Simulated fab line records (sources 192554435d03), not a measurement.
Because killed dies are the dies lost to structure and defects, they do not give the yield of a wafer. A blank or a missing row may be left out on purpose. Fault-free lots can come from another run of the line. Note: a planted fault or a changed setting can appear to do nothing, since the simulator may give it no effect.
Chamber matching / flow n5 finfet / N5_BEOL_M0_SAQP_STRIP_75 on rie diel-05: 4 sister chambers
The step strips in CF4. 14 wafers are shown with their chamber, then 7 later ones without.

== WAFERS WITH THEIR CHAMBER ==
wafer=L660.3; chamber=3; throttle valve pct (%)=14.1; showerhead plenum p Torr (Torr)=1.80; oes product au (a.u.)=0.184
wafer=L660.4; chamber=1; throttle valve pct (%)=13.8; showerhead plenum p Torr (Torr)=1.82; oes product au (a.u.)=0.193
wafer=L660.6; chamber=0; throttle valve pct (%)=13.9; showerhead plenum p Torr (Torr)=1.78; oes product au (a.u.)=0.161
wafer=L664.4; chamber=3; throttle valve pct (%)=14.1; showerhead plenum p Torr (Torr)=1.80; oes product au (a.u.)=0.170
wafer=L664.5; chamber=1; throttle valve pct (%)=13.8; showerhead plenum p Torr (Torr)=1.82; oes product au (a.u.)=0.186
wafer=L664.6; chamber=0; throttle valve pct (%)=14.0; showerhead plenum p Torr (Torr)=1.77; oes product au (a.u.)=0.161
wafer=L672.3; chamber=0; throttle valve pct (%)=14.0; showerhead plenum p Torr (Torr)=1.77; oes product au (a.u.)=0.153
wafer=L672.5; chamber=0; throttle valve pct (%)=14.0; showerhead plenum p Torr (Torr)=1.77; oes product au (a.u.)=0.157
wafer=L672.6; chamber=1; throttle valve pct (%)=13.8; showerhead plenum p Torr (Torr)=1.81; oes product au (a.u.)=0.184
wafer=L674.2; chamber=1; throttle valve pct (%)=13.8; showerhead plenum p Torr (Torr)=1.81; oes product au (a.u.)=0.182
wafer=L674.5; chamber=0; throttle valve pct (%)=14.0; showerhead plenum p Torr (Torr)=1.77; oes product au (a.u.)=0.159
wafer=L674.6; chamber=1; throttle valve pct (%)=13.8; showerhead plenum p Torr (Torr)=1.81; oes product au (a.u.)=0.182
wafer=L675.1; chamber=0; throttle valve pct (%)=14.0; showerhead plenum p Torr (Torr)=1.77; oes product au (a.u.)=0.158
wafer=L675.4; chamber=2; throttle valve pct (%)=13.0; showerhead plenum p Torr (Torr)=1.82; oes product au (a.u.)=0.205

SIGNATURES, as means of the wafers listed above
reading=throttle valve pct; chamber 0=13.983; chamber 1=13.800; chamber 2=13.000; chamber 3=14.100; scatter within a chamber=0.0289
reading=showerhead plenum p Torr; chamber 0=1.7717; chamber 1=1.8140; chamber 2=1.8200; chamber 3=1.8000; scatter within a chamber=0.00451
reading=oes product au; chamber 0=0.15817; chamber 1=0.18540; chamber 2=0.20500; chamber 3=0.17700; scatter within a chamber=0.00475
Rule: for a wafer and a chamber, the distance is found by dividing, reading by reading, the gap between the wafer's reading and the chamber's mean by the reading's scatter, squaring, summing and taking the root. The wafer belongs to the nearest chamber; if the next one is less than 2 further off, it can't be placed. The scatter: the root of (the sum of the squares of (reading less its chamber's mean) over the shown wafers, divided by (wafers less chambers)).

== WAFERS WHOSE CHAMBER IS MISSING ==
wafer=L675.6; throttle valve pct (%)=13.8; showerhead plenum p Torr (Torr)=1.81; oes product au (a.u.)=0.187
wafer=L678.1; throttle valve pct (%)=14.1; showerhead plenum p Torr (Torr)=1.79; oes product au (a.u.)=0.165
wafer=L678.2; throttle valve pct (%)=13.9; showerhead plenum p Torr (Torr)=1.81; oes product au (a.u.)=0.181
wafer=L678.4; throttle valve pct (%)=13.0; showerhead plenum p Torr (Torr)=1.82; oes product au (a.u.)=0.197
wafer=L679.2; throttle valve pct (%)=14.0; showerhead plenum p Torr (Torr)=1.77; oes product au (a.u.)=0.162
wafer=L679.4; throttle valve pct (%)=14.1; showerhead plenum p Torr (Torr)=1.79; oes product au (a.u.)=0.167
wafer=L679.5; throttle valve pct (%)=13.0; showerhead plenum p Torr (Torr)=1.82; oes product au (a.u.)=0.204

== WHICH CHAMBER EACH ONE RAN IN ==
wafer=L675.6; from the rows above=1; in truth=1
wafer=L678.1; from the rows above=3; in truth=3
wafer=L678.2; from the rows above=1; in truth=1
wafer=L678.4; from the rows above=2; in truth=2
wafer=L679.2; from the rows above=0; in truth=0
wafer=L679.4; from the rows above=3; in truth=3
wafer=L679.5; from the rows above=2; in truth=2
Correct placement for 7 of the 7. From these rows, 0 cannot be placed. Placed wrongly: 0.
